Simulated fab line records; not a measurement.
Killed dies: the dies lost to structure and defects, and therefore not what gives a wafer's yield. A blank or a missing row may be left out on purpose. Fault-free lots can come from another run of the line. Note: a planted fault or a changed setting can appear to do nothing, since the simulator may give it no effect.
fab line records + flow nand-harc
record
- lots=11
- wafers=33
- last-day=34
route steps=1302 shown A_M0@1152 A_M1@1176 END@1302
lots that met no fault: from a run of the same line without faults
start-h: hours from the record's opening day to when the first of the lot's shown wafers began + wait-h: hours from the lot's prior step to this one + " identical to the entry in the row above + L1.1+2: a single row standing in for several wafers + - value missing, or start not given + * or withheld: withheld + < > ~ a bound
route shown NAME@n: a module of which the file shows steps, and the number in the route of the first + usual: average and standard deviation across the fault-free wafers + same: alike in all rows + chamber/n: place in a boat + sites: readings site by site + _std_site: the standard deviation of these + _edge_site: the outer-site mean with the inner-site mean subtracted + radius-mm: for every site, how far away it sits from the centre of the wafer + mask NAME#n: copy n + behind: tool/chamber where the wafer was last shaped + hold: reason for holding the lot/hours on hold/outcome of the hold + device: names the non-switching transistor (n, p or np) + end of line: the same wafers' tests at the end of the route + where a step has no rows: the recipe by itself + killed: count of dies lost to structure and defects at first sort (not the wafer's yield) + map: shows each die of a wafer: x if killed, . if not, _ if none is there
set.NAME: the setting that was run; set.NAME@STEP: the one run at that earlier step + model.NAME: the simulator's own value behind a step, which no gauge read
steps of the route over a sample of lots; a table a step, a row a wafer
services: the hour from which a tool's chamber was out of use, counted from the record's first day as start-h (under 0 if before that day), plus the number of hours and why
## steps
# step NHARC_A_M0_ETCH_15
# recipe
- target-depth-a=1500
- overetch-a=150
- time-s=82.5
- c4f8-flow-sccm=withheld
- ar-flow-sccm=400
- rf-w=600
- bias-w=300
- chemistry=C4F8/Ar
# usual
- oes-product-au=0.952/0.021
- rf-fwd-power-W=595.6/1.9
- rf-vpp-V=440.1/2.8
# same
- time-s=82.5
| lot.wafer | tool        | chamber | start-h | wait-h | oes-product-au | rf-fwd-power-W | rf-hours-counter-h | rf-vpp-V |
|-----------|-------------|---------|---------|--------|----------------|----------------|--------------------|----------|
| L627.2    | rie-diel-08 | 0       | -       | -      | 0.938          | 597.9          | 7                  | 436.6    |
| L627.3    | "           | 1       | "       | "      | 0.936          | 594.0          | 7                  | 438.0    |
| L627.1    | "           | 2       | "       | "      | 0.952          | 595.7          | 8                  | 439.9    |
| L629.3    | rie-diel-13 | 1       | -       | -      | 0.982          | 593.0          | 0                  | 443.8    |
| L629.5    | "           | 1       | "       | "      | 0.987          | 594.6          | -                  | 443.9    |
| L629.6    | "           | 2       | "       | "      | 0.961          | 596.7          | -                  | 443.0    |
| L630.2    | rie-diel-13 | 2       | -       | -      | 0.956          | 595.3          | 1                  | 444.4    |
| L630.1    | "           | 3       | "       | "      | 0.959          | 593.9          | 1                  | 438.7    |
| L630.3    | "           | 1       | "       | "      | 0.966          | 593.8          | 1                  | 443.3    |
| L635.2    | rie-diel-08 | 1       | -       | -      | 0.950          | 596.4          | 2                  | 436.9    |
| L635.5    | "           | 1       | "       | "      | 0.969          | 593.9          | -                  | 438.3    |
| L635.6    | "           | 2       | "       | "      | 0.976          | 593.2          | -                  | 439.1    |
| L638.2    | rie-diel-09 | 1       | -       | -      | 0.974          | 594.1          | 7                  | 441.6    |
| L638.3    | "           | 2       | "       | "      | 0.962          | 597.3          | 7                  | 438.7    |
| L638.4    | "           | 0       | "       | "      | 0.976          | 595.9          | -                  | 436.8    |
| L639.2    | rie-diel-09 | 0       | -       | -      | 0.967          | 594.1          | 8                  | 437.5    |
| L639.3    | "           | 1       | "       | "      | 0.970          | 594.8          | 8                  | 441.6    |
| L639.5    | "           | 0       | "       | "      | 0.957          | 595.4          | -                  | 438.2    |
| L640.3    | rie-diel-08 | 2       | -       | -      | 0.923          | 593.8          | 5                  | 437.8    |
| L640.2    | "           | 3       | "       | "      | 0.918          | 594.9          | 5                  | 444.9    |
| L640.4    | "           | 0       | "       | "      | 0.915          | 595.3          | 5                  | 438.5    |
| L642.1    | rie-diel-09 | 1       | -       | -      | 0.923          | 594.8          | 9                  | 442.2    |
| L642.4    | "           | 2       | "       | "      | 0.923          | 595.8          | 9                  | 438.7    |
| L642.2    | "           | 3       | "       | "      | 0.933          | 594.6          | 7                  | 442.4    |
| L648.4    | rie-diel-08 | 2       | -       | -      | 0.953          | 593.1          | 0                  | 439.4    |
| L648.1    | "           | 3       | "       | "      | 0.948          | 598.5          | 0                  | 443.9    |
| L648.5    | "           | 3       | "       | "      | 0.960          | 595.2          | -                  | 445.1    |
| L649.3    | rie-diel-09 | 0       | -       | -      | 0.951          | 596.5          | 3                  | 435.6    |
| L649.4    | "           | 1       | "       | "      | 0.949          | 595.2          | 3                  | 441.5    |
| L649.5    | "           | 0       | "       | "      | 0.962          | 593.5          | -                  | 436.8    |
| L650.4    | rie-diel-13 | 0       | -       | -      | 0.975          | 595.9          | 2                  | 440.1    |
| L650.1    | "           | 1       | "       | "      | 0.959          | 596.0          | 2                  | 443.5    |
| L650.5    | "           | 0       | "       | "      | 0.976          | 594.5          | -                  | 440.6    |
# step NHARC_A_M0_PRE_CLEAN_31
# recipe
- time-s=12
- temp-c=370
- rf-power-w=300
- gas=NH3
# usual
- heater-power-w=662/52
- rf-fwd-power-W=292.7/0.94
# same
- time-s=12
| lot.wafer | tool     | chamber | start-h | wait-h | heater-power-w | rf-fwd-power-W |
|-----------|----------|---------|---------|--------|----------------|----------------|
| L627.2    | pecvd-03 | 1       | 529.00  | 0.1    | 632            | 291.6          |
| L627.1    | "        | 2       | "       | "      | 751            | 290.7          |
| L627.3    | "        | 0       | "       | "      | 655            | 292.1          |
| L629.3    | pecvd-01 | 1       | 535.47  | 0.1    | 673            | 291.5          |
| L629.6    | "        | 2       | "       | "      | 633            | 292.2          |
| L629.5    | "        | 0       | "       | "      | 661            | 292.4          |
| L630.2    | pecvd-01 | 1       | 548.84  | 0.5    | 668            | 291.7          |
| L630.3    | "        | 2       | "       | "      | 720            | 293.9          |
| L630.1    | "        | 0       | "       | "      | 661            | 293.0          |
| L635.2    | pecvd-04 | 0       | 600.59  | 0.1    | 550            | 294.6          |
| L635.5    | "        | 2       | "       | "      | 726            | 292.6          |
| L635.6    | "        | 1       | "       | "      | 626            | 290.9          |
| L638.3    | pecvd-04 | 0       | 627.11  | 0.1    | 598            | 291.1          |
| L638.2    | "        | 2       | "       | "      | 749            | 294.1          |
| L638.4    | "        | 2       | "       | "      | 722            | 294.1          |
| L639.3    | pecvd-03 | 0       | 652.07  | 0.1    | 657            | 293.8          |
| L639.2    | "        | 1       | "       | "      | 699            | 292.7          |
| L639.5    | "        | 1       | "       | "      | 695            | 292.3          |
| L640.3    | pecvd-04 | 2       | 654.67  | 0.1    | 685            | 292.5          |
| L640.2    | "        | 1       | "       | "      | 585            | 292.6          |
| L640.4    | "        | 1       | "       | "      | 585            | 293.1          |
| L642.2    | pecvd-04 | 0       | 665.88  | 0.1    | 605            | 294.3          |
| L642.1    | "        | 1       | "       | "      | 654            | 293.2          |
| L642.4    | "        | 1       | "       | "      | 659            | 293.5          |
| L648.1    | pecvd-04 | 2       | 734.99  | 0.1    | 658            | 292.4          |
| L648.4    | "        | 1       | "       | "      | 710            | 290.7          |
| L648.5    | "        | 2       | "       | "      | 655            | 291.3          |
| L649.3    | pecvd-01 | 1       | 739.58  | 0.1    | 703            | 293.3          |
| L649.5    | "        | 2       | "       | "      | 697            | 292.1          |
| L649.4    | "        | 0       | "       | "      | 657            | 293.6          |
| L650.1    | pecvd-03 | 1       | 762.70  | 0.5    | 637            | 293.1          |
| L650.4    | "        | 0       | "       | "      | 559            | 293.0          |
| L650.5    | "        | 1       | "       | "      | 643            | 292.6          |
# step NHARC_A_M1_EXPOSE_06
# recipe
- na=1.35
- target-cd-nm=120
- dose-mj=75.13
- mask-id=A_M1
# usual
- exposure-dose-mJ-cm2=75.03/0.084
- stage-vel-mm-s=500.05/0.28
| lot.wafer | tool            | chamber | start-h | wait-h | mask   | exposure-dose-mJ-cm2 | stage-vel-mm-s |
|-----------|-----------------|---------|---------|--------|--------|----------------------|----------------|
| L627.1    | arfi-scanner-01 | 0       | 530.05  | -      | A_M1#0 | 75.05                | 500.32         |
| L627.2    | "               | 0       | "       | "      | A_M1#0 | 75.12                | 500.36         |
| L627.3    | "               | 0       | "       | "      | A_M1#0 | 75.14                | 500.52         |
| L629.3    | arfi-scanner-03 | 0       | 536.67  | -      | A_M1#0 | 74.83                | 500.10         |
| L629.5    | "               | 0       | "       | "      | A_M1#0 | 74.87                | 500.20         |
| L629.6    | "               | 0       | "       | "      | A_M1#0 | 74.86                | 499.93         |
| L630.1    | arfi-scanner-02 | 0       | 549.92  | -      | A_M1#0 | 75.21                | 500.22         |
| L630.2    | "               | 0       | "       | "      | A_M1#0 | 74.96                | 500.02         |
| L630.3    | "               | 0       | "       | "      | A_M1#0 | 75.01                | 500.42         |
| L635.2    | arfi-scanner-01 | 0       | 601.64  | -      | A_M1#0 | 75.08                | 500.35         |
| L635.5    | "               | 0       | "       | "      | A_M1#0 | 75.02                | 500.11         |
| L635.6    | "               | 0       | "       | "      | A_M1#0 | 75.01                | 500.37         |
| L638.2    | arfi-scanner-03 | 0       | 628.30  | -      | A_M1#0 | 74.95                | 500.57         |
| L638.3    | "               | 0       | "       | "      | A_M1#0 | 75.03                | 500.66         |
| L638.4    | "               | 0       | "       | "      | A_M1#0 | 75.13                | 500.82         |
| L639.2    | arfi-scanner-02 | 0       | 653.27  | -      | A_M1#0 | 74.78                | 500.09         |
| L639.3    | "               | 0       | "       | "      | A_M1#0 | 75.00                | 500.28         |
| L639.5    | "               | 0       | "       | "      | A_M1#0 | 74.93                | 500.11         |
| L640.2    | arfi-scanner-03 | 0       | 655.86  | -      | A_M1#0 | 75.00                | 499.93         |
| L640.3    | "               | 0       | "       | "      | A_M1#0 | 74.97                | 500.04         |
| L640.4    | "               | 0       | "       | "      | A_M1#0 | 75.00                | 499.96         |
| L642.1    | arfi-scanner-02 | 0       | 667.05  | -      | A_M1#0 | 75.06                | 499.81         |
| L642.2    | "               | 0       | "       | "      | A_M1#0 | 75.00                | 499.78         |
| L642.4    | "               | 0       | "       | "      | A_M1#0 | 75.03                | 499.70         |
| L648.1    | arfi-scanner-03 | 0       | 736.15  | -      | A_M1#0 | 70.85                | 499.86         |
| L648.4    | "               | 0       | "       | "      | A_M1#0 | 70.80                | 499.63         |
| L648.5    | "               | 0       | "       | "      | A_M1#0 | 70.77                | 500.02         |
| L649.3    | arfi-scanner-03 | 0       | 740.74  | -      | A_M1#0 | 71.52                | 500.20         |
| L649.4    | "               | 0       | "       | "      | A_M1#0 | 71.43                | 500.24         |
| L649.5    | "               | 0       | "       | "      | A_M1#0 | 71.52                | 499.95         |
| L650.1    | arfi-scanner-03 | 0       | 763.73  | -      | A_M1#0 | 72.21                | 499.79         |
| L650.4    | "               | 0       | "       | "      | A_M1#0 | 72.31                | 499.79         |
| L650.5    | "               | 0       | "       | "      | A_M1#0 | 72.25                | 499.84         |
# step NHARC_A_M1_CD_MEAS_09
# recipe
- target-cd-nm=120
- landing-energy-ev=500
# usual
- cd-nm=120.0/0.46
| lot.wafer | tool      | chamber | start-h | wait-h | cd-nm |
|-----------|-----------|---------|---------|--------|-------|
| L627.1    | cd-sem-02 | 0       | 530.19  | -      | 120.3 |
| L627.2    | "         | 0       | "       | "      | 121.0 |
| L627.3    | "         | 0       | "       | "      | 120.5 |
| L629.3    | cd-sem-02 | 0       | 536.80  | -      | 119.9 |
| L629.5    | "         | 0       | "       | "      | 119.7 |
| L629.6    | "         | 0       | "       | "      | 120.1 |
| L630.1    | cd-sem-02 | 0       | 550.07  | -      | 120.0 |
| L630.2    | "         | 0       | "       | "      | 119.4 |
| L630.3    | "         | 0       | "       | "      | 120.4 |
| L635.2    | cd-sem-02 | 0       | 601.78  | -      | 120.5 |
| L635.5    | "         | 0       | "       | "      | 119.8 |
| L635.6    | "         | 0       | "       | "      | 120.3 |
| L638.2    | cd-sem-03 | 0       | 628.44  | -      | 120.8 |
| L638.3    | "         | 0       | "       | "      | 120.9 |
| L638.4    | "         | 0       | "       | "      | 120.6 |
| L639.2    | cd-sem-03 | 0       | 653.41  | -      | 119.4 |
| L639.3    | "         | 0       | "       | "      | 120.1 |
| L639.5    | "         | 0       | "       | "      | 119.6 |
| L640.2    | cd-sem-01 | 0       | 656.00  | -      | 119.8 |
| L640.3    | "         | 0       | "       | "      | 119.9 |
| L640.4    | "         | 0       | "       | "      | 120.5 |
| L642.1    | cd-sem-01 | 0       | 667.19  | -      | 120.3 |
| L642.2    | "         | 0       | "       | "      | 120.4 |
| L642.4    | "         | 0       | "       | "      | 120.3 |
| L648.1    | cd-sem-03 | 0       | 736.28  | -      | 116.2 |
| L648.4    | "         | 0       | "       | "      | 115.9 |
| L648.5    | "         | 0       | "       | "      | 115.5 |
| L649.3    | cd-sem-02 | 0       | 740.88  | -      | 117.6 |
| L649.4    | "         | 0       | "       | "      | 117.9 |
| L649.5    | "         | 0       | "       | "      | 117.1 |
| L650.1    | cd-sem-03 | 0       | 763.87  | -      | 118.6 |
| L650.4    | "         | 0       | "       | "      | 119.0 |
| L650.5    | "         | 0       | "       | "      | 118.1 |
# step NHARC_A_M1_ETCH_15
# recipe
- target-depth-a=1825
- time-s=91.2
- c4f8-flow-sccm=withheld
- ar-flow-sccm=400
- rf-w=600
- bias-w=300
- chemistry=C4F8/Ar
# usual
- oes-product-au=0.944/0.023
- rf-fwd-power-W=595.6/2
- rf-vpp-V=440.4/2.7
# same
- time-s=91.2
| lot.wafer | tool        | chamber | start-h | wait-h | oes-product-au | rf-fwd-power-W | rf-hours-counter-h | rf-vpp-V |
|-----------|-------------|---------|---------|--------|----------------|----------------|--------------------|----------|
| L627.3    | rie-diel-12 | 0       | -       | -      | 0.935          | 596.3          | 3                  | 437.7    |
| L627.2    | "           | 1       | "       | "      | 0.932          | 598.0          | 3                  | 444.3    |
| L627.1    | "           | 3       | "       | "      | 0.936          | 592.1          | 3                  | 437.4    |
| L629.3    | rie-diel-02 | 0       | -       | -      | 0.968          | 594.7          | 4                  | 440.0    |
| L629.5    | "           | 2       | "       | "      | 0.957          | 597.3          | -                  | 445.0    |
| L629.6    | "           | 3       | "       | "      | 0.970          | 599.8          | -                  | 442.6    |
| L630.3    | rie-diel-02 | 1       | -       | -      | 0.920          | 593.2          | 4                  | 440.3    |
| L630.1    | "           | 3       | "       | "      | 0.920          | 595.5          | 4                  | 441.3    |
| L630.2    | "           | 0       | "       | "      | 0.927          | 595.4          | 4                  | 440.4    |
| L635.2    | rie-diel-02 | 0       | -       | -      | 0.984          | 596.7          | 1                  | 441.7    |
| L635.5    | "           | 2       | "       | "      | 0.957          | 597.3          | -                  | 444.6    |
| L635.6    | "           | 3       | "       | "      | 0.946          | 597.4          | -                  | 441.5    |
| L638.2    | rie-diel-10 | 0       | -       | -      | 0.977          | 598.6          | 1                  | 439.5    |
| L638.4    | "           | 1       | "       | "      | 0.979          | 592.4          | 1                  | 439.4    |
| L638.3    | "           | 3       | "       | "      | 0.964          | 595.1          | 1                  | 445.3    |
| L639.3    | rie-diel-02 | 3       | -       | -      | 0.928          | 597.5          | 3                  | 442.8    |
| L639.2    | "           | 0       | "       | "      | 0.924          | 594.8          | 3                  | 440.7    |
| L639.5    | "           | 3       | "       | "      | 0.916          | 596.0          | -                  | 442.8    |
| L640.3    | rie-diel-12 | 3       | -       | -      | 0.925          | 593.2          | 2                  | 437.8    |
| L640.4    | "           | 0       | "       | "      | 0.931          | 595.6          | 2                  | 437.3    |
| L640.2    | "           | 1       | "       | "      | 0.912          | 593.8          | 2                  | 444.6    |
| L642.4    | rie-diel-12 | 3       | -       | -      | 0.952          | 591.2          | 2                  | 438.4    |
| L642.1    | "           | 1       | "       | "      | 0.959          | 593.1          | 2                  | 443.8    |
| L642.2    | "           | 2       | "       | "      | 0.966          | 597.2          | 2                  | 438.5    |
| L648.4    | rie-diel-10 | 1       | -       | -      | 0.960          | 595.1          | 12                 | 442.1    |
| L648.1    | "           | 0       | "       | "      | 0.953          | 594.6          | 9                  | 440.6    |
| L648.5    | "           | 2       | "       | "      | 0.936          | 597.1          | -                  | 438.4    |
| L649.4    | rie-diel-12 | 0       | -       | -      | 0.978          | 596.1          | 6                  | 437.4    |
| L649.3    | "           | 3       | "       | "      | 0.974          | 591.3          | 6                  | 437.3    |
| L649.5    | "           | 0       | "       | "      | 0.977          | 595.4          | -                  | 435.4    |
| L650.1    | rie-diel-12 | 2       | -       | -      | 0.919          | 597.7          | 7                  | 437.9    |
| L650.4    | "           | 2       | "       | "      | 0.917          | 596.9          | -                  | 436.6    |
| L650.5    | "           | 3       | "       | "      | 0.930          | 594.2          | -                  | 437.8    |
# step NHARC_END_SORT_01
# recipe
- temp-c=25
# usual
- defect-limited-yield=91.6/2.6
- killed-at-array=52/17
- killed-at-other=0.8/1.1
- killed-at-periphery=3.2/2.2
- killed-dies=57/17
- killed-open=3.4/1.8
- killed-short=2.4/1.6
- sort_bin_2_pct=2.9/1.1
- sort_bin_3_pct=0.6/0.38
- sort_bin_4_pct=4.8/1.5
- sort-n-pass=620/17
- sort-rim-yield-pct=92/4.9
- sort-yield-pct=91.6/2.6
# same
- gross-dies=677
- sort_bin_5_pct[%]=0
- sort_bin_6_pct[%]=0
- sort_bin_7_pct[%]=0
- sort_bin_8_pct[%]=0
- sort-rim-n-gross=106.00
| lot.wafer | tool      | chamber | start-h | wait-h | defect-limited-yield[%] | killed-at-array | killed-at-other | killed-at-periphery | killed-dies | killed-open | killed-short | sort_bin_2_pct[%] | sort_bin_3_pct[%] | sort_bin_4_pct[%] | sort-n-pass | sort-rim-yield-pct[%] | sort-yield-pct[%] |
|-----------|-----------|---------|---------|--------|-------------------------|-----------------|-----------------|---------------------|-------------|-------------|--------------|-------------------|-------------------|-------------------|-------------|-----------------------|-------------------|
| L640.2    | prober-01 | 0       | 688.70  | 2.8    | 93.8                    | 41              | 1               | 0                   | 42          | 2           | 0            | 1.6               | 1.2               | 3.4               | 635         | 92                    | 93.8              |
| L640.3    | prober-01 | 0       | 689.50  | 3.1    | 90.7                    | 60              | 1               | 2                   | 63          | 0           | 7            | 3.7               | 0.7               | 4.9               | 614         | 97                    | 90.7              |
| L640.4    | prober-01 | 0       | 690.29  | 3.4    | 94.8                    | 35              | 0               | 0                   | 35          | 4           | 0            | 1.8               | 0.3               | 3.1               | 642         | 91                    | 94.8              |
| L642.1    | prober-01 | 0       | 702.38  | 2.5    | 89.7                    | 63              | 1               | 6                   | 70          | 6           | 3            | 3.7               | 0.9               | 5.8               | 607         | 96                    | 89.7              |
| L642.2    | prober-01 | 0       | 703.18  | 2.8    | 93.2                    | 38              | 3               | 5                   | 46          | 2           | 0            | 3.1               | 0.4               | 3.2               | 631         | 92                    | 93.2              |
| L642.4    | prober-01 | 0       | 704.80  | 3.4    | 90.0                    | 55              | 3               | 10                  | 68          | 4           | 2            | 3.7               | 1.0               | 5.3               | 609         | 89                    | 90.0              |
# killed by level:class
L640.2 A_CHANNEL_HOLE_D1:chamber-film-flake=20 A_STAIRCASE:chamber-film-flake=7 A_CONTACT:chamber-film-flake=5 A_SLIT:chamber-film-flake=4 A_ZERO_WELL:chamber-film-flake=2 A_ONON_D1:geometric-particle:open=1 A_CHANNEL_FILL_D1:geometric-particle:open=1 A_WL_FILL:chamber-film-flake=1
L640.3 A_CHANNEL_HOLE_D1:chamber-film-flake=37 A_CONTACT:chamber-film-flake=4 A_STAIRCASE:chamber-film-flake=4 A_BLC:chamber-film-flake=3 A_CHANNEL_FILL_D2:geometric-particle:short=2 A_SLIT:chamber-film-flake=2 A_WL_FILL:chamber-film-flake=2 A_ONON_D1:geometric-particle:short=1
L640.4 A_CHANNEL_HOLE_D1:chamber-film-flake=23 A_STAIRCASE:chamber-film-flake=2 A_CONTACT:chamber-film-flake=2 A_ONON_D1:geometric-particle:open=1 A_ONON_D2:geometric-particle:open=1 A_WL_FILL:geometric-particle:open=1 A_M0:geometric-particle:open=1 A_ZERO_WELL:chamber-film-flake=1
L642.1 A_SLIT:chamber-film-flake=25 A_CHANNEL_HOLE_D2:chamber-film-flake=17 A_CHANNEL_HOLE_D1:chamber-film-flake=6 A_BLC:geometric-particle:open=3 P_CONTACT:chamber-film-flake=3 A_CHANNEL_FILL_D1:chamber-film-flake=2 A_STAIRCASE:chamber-film-flake=2 A_WL_FILL:chamber-film-flake=2
L642.2 A_SLIT:chamber-film-flake=18 A_CHANNEL_HOLE_D2:chamber-film-flake=9 A_CHANNEL_HOLE_D1:chamber-film-flake=3 A_BLC:chamber-film-flake=3 THIN_TSV:chamber-film-flake=3 P_CONTACT:chamber-film-flake=2 A_CHANNEL_FILL_D1:chamber-film-flake=2 P_CONTACT:geometric-particle:open=1
L642.4 A_CHANNEL_HOLE_D2:chamber-film-flake=22 A_SLIT:chamber-film-flake=22 P_CONTACT:chamber-film-flake=8 A_CHANNEL_HOLE_D1:chamber-film-flake=4 THIN_TSV:chamber-film-flake=3 A_CHANNEL_HOLE_D2:geometric-particle:open=2 P_GATE:geometric-particle:open=1 A_ONON_D2:geometric-particle:short=1
## services
| tool            | chamber | start-h | hours | kind   |
|-----------------|---------|---------|-------|--------|
| rie-diel-02     | 1       | 510.39  | 3.3   | repair |
| arfi-scanner-03 | -       | 540.00  | 4.0   | pm     |
| rie-diel-08     | -       | 544.80  | 9.0   | pm     |
| arfi-scanner-03 | -       | 547.71  | 2.7   | repair |
| rie-diel-02     | -       | 556.03  | 0.5   | repair |
| rie-diel-02     | -       | 570.80  | 9.0   | pm     |
| rie-diel-09     | 0       | 588.70  | 1.8   | repair |
| arfi-scanner-03 | -       | 597.80  | 0.2   | repair |
| rie-diel-09     | 3       | 614.44  | 9.0   | repair |
| rie-diel-08     | -       | 621.11  | 0.8   | repair |
| rie-diel-12     | -       | 622.42  | 9.0   | pm     |
| pecvd-04        | -       | 631.11  | 13.0  | pm     |
| arfi-scanner-03 | -       | 633.74  | 0.4   | repair |
| rie-diel-12     | 0       | 639.46  | 5.7   | repair |
| arfi-scanner-03 | -       | 664.43  | 1.7   | repair |
| rie-diel-12     | -       | 671.44  | 0.9   | repair |
| arfi-scanner-03 | -       | 676.02  | 5.0   | repair |
| arfi-scanner-03 | -       | 712.00  | 4.0   | pm     |
| pecvd-04        | -       | 719.52  | 0.7   | repair |
| arfi-scanner-03 | -       | 732.05  | 3.6   | repair |
| arfi-scanner-03 | -       | 742.69  | 0.7   | repair |
| rie-diel-12     | 1       | 754.09  | 16.6  | repair |
| pecvd-04        | -       | 756.55  | 0.6   | repair |
| arfi-scanner-03 | -       | 762.25  | 1.2   | repair |
## key
first-sign
- step=NHARC_A_M1_EXPOSE_06
- reading=exposure-dose-mJ-cm2
- direction=down
- sigmas=42
- usual=75.03
- struck=71.52
effect
- step=NHARC_A_M1_CD_MEAS_09
- reading=cd-nm
- direction=down
- sigmas=5.9
- usual=120.0
- struck=117.3
- through=control-loop
met-at NHARC_A_M1_EXPOSE_06
struck-lots L648,L649,L650
loop-trim
- step=NHARC_A_M1_EXPOSE_06
- setting=dose
- lots=L649,L650
not-acting-at NHARC_A_M0_ETCH_15,NHARC_A_M0_PRE_CLEAN_31,NHARC_A_M1_ETCH_15
onset-between 655.86 736.15
fault
- kind=process-parameter-drift
- tool=arfi-scanner-03
- chamber=-
- onset-h=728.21
- steps=NHARC_A_M1_EXPOSE_06
- channel=dose-mj
- offset=-4.328
- shape=step
- acts-in=these-recipes-only
- stated=75.13
# loop-trim: a control loop set the setting to another value than it would have without faults
